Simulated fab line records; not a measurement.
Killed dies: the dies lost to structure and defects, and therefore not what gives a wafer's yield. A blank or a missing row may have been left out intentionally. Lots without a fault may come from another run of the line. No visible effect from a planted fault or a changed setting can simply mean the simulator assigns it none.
fab line records | flow n5_finfet | part 2 of 2: steps 21 to 30 of 30
record: lots: 5 | wafers: 15 | last_day: 19
route steps=1938 shown BEOL_M10@1494
lots that met no fault: from a run of the same line without faults
start_h: hours from the record's opening day to when the first of the lot's shown wafers began | wait_h: hours since the lot's step before | " repeats the value in the row above | L1.1+2: one row covering several wafers at once | - no value, or no start was given | * or withheld: withheld | < > ~ a bound
route shown NAME@n: names a module that has steps shown in the file, with the first one's number in the route | usual: average and standard deviation across the fault-free wafers | same: alike in all rows | chamber/n: place in a boat | sites: readings site by site | _std_site: how widely they spread, as a standard deviation | _edge_site: the outer-site mean with the inner-site mean subtracted | radius_mm: for every site, how far away it sits from the centre of the wafer | mask NAME#n: copy n | behind: the last tool/chamber to shape the wafer | hold: reason for holding the lot/hours on hold/outcome of the hold | device: whichever transistor did not switch (one of n, p or np) | end of line: the tests these same wafers got at the end of their route | a step without rows: its recipe alone | killed: not the wafer's yield, but the dies lost to structure and defects at the first sort | map: shows each die of a wafer: x if killed, . if not, _ if none is there
set.NAME: the setting that was run; set.NAME@STEP: the one run at that earlier step | model.NAME: the simulator's own value behind a step, which no gauge read
a table for each step, a row for each wafer; lots at some steps of the route
services: when a tool's chamber went out of use (start_h, in hours from the record's first day, below 0 if earlier), for how many hours, and the reason
== steps ==
step: N5_BEOL_M10_STRIP_77
recipe: chemistry: N2/H2 | time_s: 10 | power_w: 450 | temp_c: 40 | pressure_mtorr: 20 | rf_frequency_hz: 6e+07 | bias_power_w: 7 | n2_flow_sccm: 200 | h2_flow_sccm: 200
usual: drypump_motor_current_A: 5.51/0.21 | oes_product_au: 0.78/0.086 | rf_vpp_V: 59.1/0.92 | showerhead_plenum_p_Torr: 2.52/0.089 | throttle_valve_pct: 23.58/0.22
lot.wafer | tool        | chamber | start_h | wait_h | drypump_motor_current_A | oes_product_au | rf_hours_counter_h | rf_vpp_V | showerhead_plenum_p_Torr | throttle_valve_pct
L081.1    | rie_diel-03 | 2       | -       | -      | 5.60                    | 0.72           | 179                | 57.8     | 2.32                     | 23.58
L081.3    | "           | 1       | "       | "      | 5.46                    | 0.84           | 75                 | 59.6     | 2.56                     | 23.36
L081.4    | "           | 3       | "       | "      | 5.25                    | 0.83           | 80                 | 57.2     | 2.56                     | 23.84
L087.1    | rie_diel-03 | 3       | -       | -      | 5.29                    | 0.79           | 104                | 59.3     | 2.55                     | 23.86
L087.3    | "           | 1       | "       | "      | 5.43                    | 0.82           | 96                 | 56.9     | 2.55                     | 23.39
L087.4    | "           | 0       | "       | "      | 5.46                    | 0.69           | 211                | 58.2     | 2.52                     | 23.49
L091.1    | rie_diel-06 | 2       | -       | -      | 5.30                    | 1.00           | 4                  | 59.3     | 2.49                     | 23.18
L091.3    | "           | 0       | "       | "      | 5.52                    | 0.95           | 10                 | 58.5     | 2.70                     | 23.55
L091.5    | "           | 2       | "       | "      | 5.25                    | 0.98           | -                  | 59.8     | 2.49                     | 23.16
L093.3    | rie_diel-06 | 0       | -       | -      | 5.50                    | 0.95           | 10                 | 59.5     | 2.70                     | 23.57
L093.4    | "           | 3       | "       | "      | 5.32                    | 0.72           | 205                | 59.8     | 2.52                     | 23.96
L093.6    | "           | 2       | "       | "      | 5.27                    | 0.99           | -                  | 59.0     | 2.49                     | 23.18
L097.2    | rie_diel-03 | 3       | -       | -      | 5.30                    | 0.79           | 122                | 58.8     | 2.54                     | 23.90
L097.3    | "           | 2       | "       | "      | 5.61                    | 0.69           | 222                | 57.2     | 2.30                     | 23.62
L097.5    | "           | 3       | "       | "      | 5.29                    | 0.78           | -                  | 58.7     | 2.54                     | 23.92
step: N5_BEOL_M10_OCD_MEAS_38
usual: trench_depth_nm: 147.4/2.1
lot.wafer | tool   | chamber | start_h | wait_h | trench_depth_nm
L081.1    | ocd-02 | -       | 284.87  | -      | 147.7
L081.3    | "      | -       | "       | "      | 150.0
L081.4    | "      | -       | "       | "      | 151.1
L087.1    | ocd-01 | -       | 340.11  | -      | 146.2
L087.3    | "      | -       | "       | "      | 147.3
L087.4    | "      | -       | "       | "      | 144.2
L091.1    | ocd-02 | -       | 401.91  | -      | 151.2
L091.3    | "      | -       | "       | "      | 148.7
L091.5    | "      | -       | "       | "      | 150.7
L093.3    | ocd-01 | -       | 402.95  | -      | 148.2
L093.4    | "      | -       | "       | "      | 146.7
L093.6    | "      | -       | "       | "      | 149.5
L097.2    | ocd-02 | -       | 410.16  | -      | 148.5
L097.3    | "      | -       | "       | "      | 145.7
L097.5    | "      | -       | "       | "      | 148.2
step: N5_BEOL_M10_HM_STRIP_39
recipe: chemistry: peroxide_tin_strip | material: TiN | target_depth_a: 250 | temp_c: 50 | time_s: 158
usual: bath_heat_duty_pct: 7.1/0.97
lot.wafer | tool         | chamber | start_h | wait_h | bath_heat_duty_pct
L081.1    | wet_bench-06 | 2       | 284.91  | 0.0    | 7.8
L081.3    | "            | 4       | "       | "      | 9.3
L081.4    | "            | 0       | "       | "      | 6.2
L087.1    | wet_bench-05 | 2       | 340.14  | 0.0    | 7.0
L087.3    | "            | 6       | "       | "      | 8.5
L087.4    | "            | 7       | "       | "      | 7.5
L091.1    | wet_bench-06 | 6       | 401.95  | 0.0    | 7.5
L091.3    | "            | 3       | "       | "      | 6.8
L091.5    | "            | 7       | "       | "      | 6.4
L093.3    | wet_bench-05 | 5       | 402.98  | 0.0    | 7.4
L093.4    | "            | 4       | "       | "      | 7.1
L093.6    | "            | 7       | "       | "      | 7.9
L097.2    | wet_bench-01 | 4       | 410.19  | 0.0    | 7.4
L097.3    | "            | 5       | "       | "      | 7.7
L097.5    | "            | 6       | "       | "      | 6.8
step: N5_BEOL_M10_SRD_40
recipe: time_s: 30 | temp_c: 23 | rinse_liquid: diw | dry: ipa_marangoni
usual: bath_heat_duty_pct: 3.7/0.58 | do_supply_ppb: 9.99/0.1
lot.wafer | tool         | chamber | start_h | wait_h | bath_heat_duty_pct | do_supply_ppb
L081.1    | wet_bench-06 | 2       | 284.95  | 0.0    | 3.8                | 9.86
L081.3    | "            | 4       | "       | "      | 4.6                | 10.08
L081.4    | "            | 0       | "       | "      | 3.3                | 10.00
L087.1    | wet_bench-05 | 2       | 340.23  | 0.0    | 3.8                | 9.87
L087.3    | "            | 6       | "       | "      | 4.9                | 9.90
L087.4    | "            | 7       | "       | "      | 4.3                | 10.12
L091.1    | wet_bench-06 | 6       | 401.99  | 0.0    | 4.3                | 10.08
L091.3    | "            | 3       | "       | "      | 4.0                | 9.92
L091.5    | "            | 7       | "       | "      | 2.8                | 9.88
L093.3    | wet_bench-05 | 5       | 403.03  | 0.0    | 4.2                | 9.96
L093.4    | "            | 4       | "       | "      | 3.6                | 9.97
L093.6    | "            | 7       | "       | "      | 4.2                | 9.99
L097.2    | wet_bench-01 | 4       | 410.24  | 0.0    | 4.6                | 10.11
L097.3    | "            | 5       | "       | "      | 3.5                | 9.93
L097.5    | "            | 6       | "       | "      | 4.3                | 9.97
step: N5_BEOL_M10_PRECLEAN_42
recipe: chemistry: residue_remover | time_s: 60 | temp_c: 40
usual: bath_heat_duty_pct: 4.5/0.72
lot.wafer | tool         | chamber | start_h | wait_h | bath_heat_duty_pct
L081.1    | wet_bench-06 | 2       | 284.97  | 0.0    | 5.2
L081.3    | "            | 4       | "       | "      | 5.0
L081.4    | "            | 0       | "       | "      | 4.4
L087.1    | wet_bench-05 | 2       | 340.27  | 0.0    | 4.1
L087.3    | "            | 6       | "       | "      | 5.5
L087.4    | "            | 7       | "       | "      | 4.9
L091.1    | wet_bench-06 | 6       | 402.01  | 0.0    | 5.6
L091.3    | "            | 3       | "       | "      | 4.2
L091.5    | "            | 7       | "       | "      | 4.8
L093.3    | wet_bench-05 | 5       | 403.04  | 0.0    | 5.3
L093.4    | "            | 4       | "       | "      | 4.7
L093.6    | "            | 7       | "       | "      | 4.8
L097.2    | wet_bench-01 | 4       | 410.25  | 0.0    | 6.0
L097.3    | "            | 5       | "       | "      | 5.2
L097.5    | "            | 6       | "       | "      | 5.2
step: N5_BEOL_M10_SRD_43
recipe: time_s: 30 | temp_c: 23 | rinse_liquid: diw | dry: ipa_marangoni
usual: bath_heat_duty_pct: 3.7/0.64 | do_supply_ppb: 10.00/0.091
lot.wafer | tool         | chamber | start_h | wait_h | bath_heat_duty_pct | do_supply_ppb
L081.1    | wet_bench-06 | 2       | 284.99  | 0.0    | 3.6                | 9.87
L081.3    | "            | 4       | "       | "      | 4.6                | 9.92
L081.4    | "            | 0       | "       | "      | 3.7                | 9.97
L087.1    | wet_bench-05 | 2       | 340.30  | 0.0    | 3.9                | 9.93
L087.3    | "            | 6       | "       | "      | 4.3                | 9.90
L087.4    | "            | 7       | "       | "      | 4.1                | 10.00
L091.1    | wet_bench-06 | 6       | 402.03  | 0.0    | 4.0                | 10.27
L091.3    | "            | 3       | "       | "      | 3.2                | 9.98
L091.5    | "            | 7       | "       | "      | 3.4                | 9.99
L093.3    | wet_bench-05 | 5       | 403.06  | 0.0    | 3.5                | 10.10
L093.4    | "            | 4       | "       | "      | 3.5                | 9.99
L093.6    | "            | 7       | "       | "      | 4.0                | 10.02
L097.2    | wet_bench-01 | 4       | 410.27  | 0.0    | 4.0                | 10.07
L097.3    | "            | 5       | "       | "      | 4.1                | 9.91
L097.5    | "            | 6       | "       | "      | 3.4                | 9.97
step: N5_BEOL_M10_CD_MEAS_35
recipe: target_cd_nm: 70 | polarity: opening
usual: cd_nm: 70.0/0.48
lot.wafer | tool      | chamber | start_h | wait_h | cd_nm
L081.1    | cd_sem-03 | -       | 285.03  | 0.0    | 70.5
L081.3    | "         | -       | "       | "      | 69.6
L081.4    | "         | -       | "       | "      | 70.8
L087.1    | cd_sem-01 | -       | 340.36  | 0.0    | 69.8
L087.3    | "         | -       | "       | "      | 70.4
L087.4    | "         | -       | "       | "      | 69.8
L091.1    | cd_sem-01 | -       | 402.07  | 0.0    | 69.0
L091.3    | "         | -       | "       | "      | 69.6
L091.5    | "         | -       | "       | "      | 69.7
L093.3    | cd_sem-02 | -       | 403.10  | 0.0    | 70.1
L093.4    | "         | -       | "       | "      | 70.0
L093.6    | "         | -       | "       | "      | 70.3
L097.2    | cd_sem-03 | -       | 410.31  | 0.0    | 71.2
L097.3    | "         | -       | "       | "      | 70.5
L097.5    | "         | -       | "       | "      | 70.4
step: N5_BEOL_M10_CURE_72
recipe: temp_c: 370 | time_s: 120 | ambient: DMADMS/He | material: SiCOH_lowk
usual: lamp_power_pct: 52.32/0.059 | wafer_temp_C_max: 372.2/0.69
lot.wafer | tool       | chamber | start_h | wait_h | lamp_power_pct | wafer_temp_C_max
L081.1    | uv_cure-03 | 1       | 285.07  | 0.0    | 52.42          | 371.3
L081.3    | "          | 1       | "       | "      | 52.27          | 371.5
L081.4    | "          | 1       | "       | "      | 52.41          | 371.5
L087.1    | uv_cure-03 | 0       | 340.40  | 0.0    | 52.35          | 372.9
L087.3    | "          | 0       | "       | "      | 52.32          | 372.7
L087.4    | "          | 0       | "       | "      | 52.33          | 372.6
L091.1    | uv_cure-02 | 0       | 402.11  | 0.0    | 52.28          | 371.4
L091.3    | "          | 0       | "       | "      | 52.41          | 371.8
L091.5    | "          | 0       | "       | "      | 52.40          | 372.1
L093.3    | uv_cure-01 | 1       | 403.24  | 0.1    | 52.31          | 372.7
L093.4    | "          | 1       | "       | "      | 52.32          | 372.0
L093.6    | "          | 1       | "       | "      | 52.28          | 372.1
L097.2    | uv_cure-03 | 2       | 410.40  | 0.1    | 52.33          | 372.0
L097.3    | "          | 2       | "       | "      | 52.31          | 372.2
L097.5    | "          | 2       | "       | "      | 52.35          | 373.0
step: N5_BEOL_M10_DEGAS_44
recipe: ambient: vacuum | temp_c: 250 | time_s: 60
usual: heater_power_w: 313/31
lot.wafer | tool           | chamber | start_h | wait_h | heater_power_w
L081.1    | pvd_sputter-02 | -       | 286.64  | 1.5    | 345
L081.3    | "              | -       | "       | "      | 320
L081.4    | "              | -       | "       | "      | 308
L087.1    | pvd_sputter-02 | -       | 340.98  | 0.5    | 345
L087.3    | "              | -       | "       | "      | 321
L087.4    | "              | -       | "       | "      | 307
L091.1    | pvd_sputter-01 | -       | 403.00  | 0.8    | 300
L091.3    | "              | -       | "       | "      | 282
L091.5    | "              | -       | "       | "      | 288
L093.3    | pvd_sputter-02 | -       | 403.58  | 0.3    | 298
L093.4    | "              | -       | "       | "      | 313
L093.6    | "              | -       | "       | "      | 288
L097.2    | pvd_sputter-01 | -       | 410.79  | 0.3    | 308
L097.3    | "              | -       | "       | "      | 347
L097.5    | "              | -       | "       | "      | 303
step: N5_BEOL_M10_PRE_CLEAN_45
recipe: gas: H2/He | time_s: 30 | temp_c: 250
usual: heater_power_w: 314/32
lot.wafer | tool           | chamber | start_h | wait_h | heater_power_w
L081.1    | pvd_sputter-02 | -       | 286.68  | 0.0    | 355
L081.3    | "              | -       | "       | "      | 320
L081.4    | "              | -       | "       | "      | 303
L087.1    | pvd_sputter-02 | -       | 341.02  | 0.0    | 350
L087.3    | "              | -       | "       | "      | 313
L087.4    | "              | -       | "       | "      | 302
L091.1    | pvd_sputter-01 | -       | 403.04  | 0.0    | 301
L091.3    | "              | -       | "       | "      | 284
L091.5    | "              | -       | "       | "      | 291
L093.3    | pvd_sputter-02 | -       | 403.62  | 0.0    | 303
L093.4    | "              | -       | "       | "      | 319
L093.6    | "              | -       | "       | "      | 286
L097.2    | pvd_sputter-01 | -       | 410.83  | 0.0    | 319
L097.3    | "              | -       | "       | "      | 358
L097.5    | "              | -       | "       | "      | 305
== services ==
tool            | chamber | start_h | hours | kind
arfi_scanner-01 | -       | 267.77  | 1.3   | pm
arfi_scanner-01 | -       | 274.80  | 1.0   | pm
arfi_scanner-01 | -       | 283.80  | 1.0   | pm
rie_diel-06     | 2       | 285.04  | 20.5  | repair
arfi_scanner-03 | -       | 289.44  | 1.0   | repair
rie_diel-03     | 1       | 290.99  | 9.8   | repair
arfi_scanner-03 | -       | 294.35  | 1.3   | pm
rie_diel-06     | 0       | 300.01  | 1.3   | repair
rie_diel-06     | 3       | 303.75  | 16.3  | repair
arfi_scanner-03 | -       | 308.87  | 0.8   | pm
rie_diel-06     | 2       | 311.68  | 4.3   | repair
rie_diel-06     | -       | 315.30  | 0.9   | repair
arfi_scanner-01 | -       | 327.61  | 1.1   | repair
uv_cure-03      | -       | 334.74  | 4.5   | pm
arfi_scanner-03 | -       | 352.72  | 5.3   | repair
arfi_scanner-01 | -       | 358.14  | 4.9   | pm
uv_cure-01      | -       | 368.52  | 7.5   | pm
arfi_scanner-01 | -       | 368.73  | 0.8   | pm
rie_diel-03     | 1       | 369.64  | 16.3  | repair
uv_cure-02      | -       | 371.31  | 28.1  | pm
arfi_scanner-03 | -       | 381.08  | 0.8   | repair
arfi_scanner-01 | -       | 393.27  | 1.3   | pm
uv_cure-03      | -       | 393.46  | 1.0   | pm
rie_diel-06     | 3       | 398.74  | 2.8   | repair
